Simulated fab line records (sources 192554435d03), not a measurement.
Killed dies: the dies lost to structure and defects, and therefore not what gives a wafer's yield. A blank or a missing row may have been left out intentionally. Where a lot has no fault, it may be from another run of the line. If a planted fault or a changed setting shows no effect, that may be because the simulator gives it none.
A lot that was struck, set against a sound lot :: flow n5_finfet :: 37 out of 1938 route steps
Sound: wafers L452.3, L452.4, L452.5. Struck: wafers L446.1, L446.2, L446.3. The cause is given at the end.
At each step with rows: each side's tool, then ch and its chambers, then its first start. Under that, the readings that differ: sound wafers :: struck wafers :: difference of the means :: sigmas: that difference in standard deviations of wafers without a fault.
alike: readings whose means differ by less than 2 such deviations, and words and numbers that are the same on both sides. not compared: withheld readings, readings that some wafer has no value for, bounds like >300 that may hide the same value, and numbers for which the record gives no deviation and whose values overlap.
The two part at a step that has a row with sigmas, a row that says differs or no value, or rows on one side only. When numbers do not overlap yet have no deviation, they are printed without sigmas and do not part them. A reading that every wafer of one side lacks parts them only if that side has two wafers or more.

first, 9 steps without rows for these wafers: N5_BEOL_M1_DEVELOP_10 (develop time 30 s); N5_BEOL_M1_DESCUM_16 (chemistry O2, time 7 s); N5_BEOL_M1_ETCH_74 (etches underlayer in N2/H2, target depth 6.5 nm, time 5.2 s); N5_BEOL_M1_ETCH_63 (etches SiARC in CF4, target depth 15.6 nm, time 26 s); N5_BEOL_M1_ETCH_64 (etches SOC in N2/H2, target depth 75 nm, overetch 15 nm, time 112.5 s); N5_BEOL_M1_STRIP_65 (strips in N2/H2); N5_BEOL_M1_STRIP_75 (strips in N2/H2); N5_BEOL_M1_STRIP_66 (strips in CF4); N5_BEOL_M1_HM_OPEN_17 (chemistry Cl2/BCl3, target TiN, target depth 20 nm, overetch 6 nm).
N5_BEOL_M1_STRIP_19: strips in O2.
  sound on rie_diel-03 ch 1,2, day 11 21:47; struck on rie_diel-02 ch 1,2,3, day 10 07:08
  no value came back on the struck wafers for any of 7 readings (bias_power_w (W), chamber_pressure_mTorr (mTorr) and others); on the sound wafers bias_power_w (W) reads 0 0 0
reading: model.SOC_of_BEOL_M1_COAT_61.thk_nm (nm)
sound: 0 0 0
struck: 52.2 52.2 52.2
difference: +52.2
sigmas: 
  not compared: rf_hours_counter_h
then, 14 steps without rows for these wafers: N5_BEOL_M1_COAT_67 (time 60 s, resist thk 60 nm); N5_BEOL_M1_COAT_68 (time 60 s, resist thk 12 nm); N5_BEOL_M1_COAT_76 (time 60 s, resist thk 5 nm); N5_BEOL_M1_COAT_22 (resist thk 30 nm); N5_BEOL_M1_EBR_24; N5_BEOL_M1_SOFTBAKE_23 (time 60 s); N5_BEOL_M1_EXPOSE_25 (exposes mask V0, defocus 5 nm, target cd 24 nm); N5_BEOL_M1_PEB_26 (peb time 60 s); N5_BEOL_M1_DEVELOP_27 (develop time 30 s); N5_BEOL_M1_DESCUM_33 (chemistry O2, time 7 s); N5_BEOL_M1_ETCH_77 (etches underlayer in N2/H2, target depth 6.5 nm, time 5.2 s); N5_BEOL_M1_ETCH_69 (etches SiARC in CF4, target depth 15.6 nm, time 26 s); N5_BEOL_M1_ALD_98 (deposits SiO2, target thk 2.5 nm, pulse time 1 s, co reactant pulse time 1 s); N5_BEOL_M1_ETCHBACK_99 (etches SiO2 in CHF3, target depth 5 nm, time 10.4 s).
N5_BEOL_M1_ETCH_70: etches SOC in N2/H2, target depth 80 nm, overetch 16 nm, time 120 s.
  sound on rie_diel-02 ch 0,2, day 11 22:36; struck on rie_diel-06 ch 1,2,3, day 10 10:21
reading: oes_product_au (a.u.)
sound: 0.66 0.56 0.55
struck: 0.72 0.83 0.67
difference: +0.15
sigmas: +3

reading: model.etch.depth_nm (nm)
sound: 60.11 60.09 59.75
struck: 101 94.38 88.82
difference: +35
sigmas: 
  alike: drypump_motor_current_A, n2_flow_sccm, rf_vpp_V, showerhead_plenum_p_Torr, throttle_valve_pct
  not compared: rf_hours_counter_h
then, 6 steps without rows for these wafers: N5_BEOL_M1_STRIP_71 (strips in N2/H2); N5_BEOL_M1_STRIP_78 (strips in N2/H2); N5_BEOL_M1_VIA_ETCH_34 (etches the open film in C4F6/O2, target depth 67.8 nm, time 64.4 s); N5_BEOL_M1_STRIP_83 (strips in C4F6/O2); N5_BEOL_M1_STRIP_36 (strips in N2/H2); N5_BEOL_M1_TRENCH_ETCH_37 (etches SiOC in C4F6/O2, target depth 55.207 nm, time 29 s).
N5_BEOL_M1_ETCH_41: etches SiCN in CH3F/O2, target depth 31.9 nm, time 57.8 s.
  sound on rie_diel-02 ch 0,2; struck on rie_diel-06 ch 1,2,3
reading: oes_product_au (a.u.)
sound: 0.86 0.72 0.73
struck: 0.72 0.70 0.30
difference: -0.20
sigmas: -3

reading: model.SOC_of_BEOL_M1_COAT_61.thk_nm (nm)
sound: 0 0 0
struck: 33.4 34 34.6
difference: +34.0
sigmas: 
  alike: O2_flow_sccm, drypump_motor_current_A, rf_vpp_V, showerhead_plenum_p_Torr, throttle_valve_pct
  not compared: rf_hours_counter_h
then, 2 steps without rows for these wafers: N5_BEOL_M1_STRIP_97 (strips in N2/H2, time 10 s); N5_BEOL_M1_HM_STRIP_39 (strips TiN in peroxide tin strip, target depth 25 nm, time 158 s).
N5_BEOL_M1_CD_MEAS_35: target cd 18 nm, target cd y 21 nm.
  struck on cd_sem-01, day 10 10:52; sound on cd_sem-02, day 11 23:07
  not compared: cd_nm
N5_BEOL_M4_RC_MEAS_101:
  the record has rows for the sound wafers here (prober-01 ch 0, day 13 16:50) and none for the struck ones
-- record jumps: 6 days separate the struck wafers' starts on either side; left off in module BEOL_M4, taken up again in module PASSIVATION, whose first shown step is the route's number 1936 --
N5_PASSIVATION_PROBE_49:
  struck on prober-02, day 16 03:38; sound on prober-02, day 17 21:28
reading: defect_limited_yield (%)
sound: 91.7 92.5 93.4
struck: 0 0 0
difference: -93
sigmas: -62

reading: killed_at_M0_to_M3
sound: 33 24 23
struck: 1130 1124 1126
difference: +1100
sigmas: +99 or more

reading: killed_dies
sound: 98 88 78
struck: 1180 1180 1180
difference: +1092
sigmas: +61

reading: killed_on_rim
sound: 11 10 6
struck: 152 152 152
difference: +143
sigmas: +37

reading: sort_bin_4_leakage (%)
sound: 0.08 0 0
struck: 0 0 0
difference: +0
sigmas: -2

reading: sort_bin_5_function (%)
sound: 4.7 4.3 3.6
struck: 95.8 95.9 96.0
difference: +91.7
sigmas: +92

reading: sort_n_pass
sound: 1081 1092 1102
struck: 0 0 0
difference: -1092
sigmas: -61

reading: sort_yield_pct (%)
sound: 91.6 92.5 93.4
struck: 0 0 0
difference: -92
sigmas: -62
  alike: killed_at_M4_up, killed_at_contacts, killed_at_front_end, killed_at_other, killed_open, killed_short, sort_bin_6_memory

WHERE THEY PART
Earliest at N5_BEOL_M1_STRIP_19; latest, in this record, at N5_PASSIVATION_PROBE_49.

WHY: the cause the simulator had injected
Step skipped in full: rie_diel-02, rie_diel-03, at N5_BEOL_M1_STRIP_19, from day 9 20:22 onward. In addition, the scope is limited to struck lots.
